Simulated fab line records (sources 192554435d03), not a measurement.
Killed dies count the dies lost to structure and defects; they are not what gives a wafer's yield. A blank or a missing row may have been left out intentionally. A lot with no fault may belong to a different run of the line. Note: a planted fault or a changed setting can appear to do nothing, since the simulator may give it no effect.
Chamber matching	flow n5Finfet	N5_BEOL_M6_STRIP_36 on rieDiel-03: 4 sister chambers
The step strips in N2/H2. 4 wafers are shown with their chamber, then 9 later ones without.

WAFERS PAIRED WITH THEIR CHAMBERS
wafer	chamber	drypumpMotorCurrentA (A)
L081.3	1	6.6
L091.5	0	5.3
L093.4	2	6.0
L093.6	3	5.5

WAFERS MISSING THEIR CHAMBER
wafer	drypumpMotorCurrentA (A)
L094.1	5.6
L094.2	5.3
L094.6	5.4
L097.1	6.6
L097.2	6.0
L097.3	5.5
L095.3	5.5
L095.5	5.5
L095.6	5.4

CHAMBER TAKEN BY EACH
wafer	from the rows above	in truth
L094.1	3	3
L094.2	0	0
L094.6	can't be placed: 3 or 0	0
L097.1	1	1
L097.2	2	2
L097.3	3	3
L095.3	3	3
L095.5	3	3
L095.6	can't be placed: 3 or 0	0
Correctly placed: 7 of 9. These rows do not allow placing 2 (true chamber among the candidates in 2). Placed wrongly: 0.
How it was worked out, from the rows above alone: a wafer's distance from a chamber is the root of the sum, over the readings, of the square of ((its reading less the chamber's mean) divided by the reading's scatter). If the next closest chamber is less than 2 further off than the closest, the wafer can't be placed; otherwise it belongs to the closest. Each chamber's mean is taken over the wafers shown for it. The scatter: root of mean squared gap, hidden wafer to nearest shown wafer, with one shown wafer a chamber.
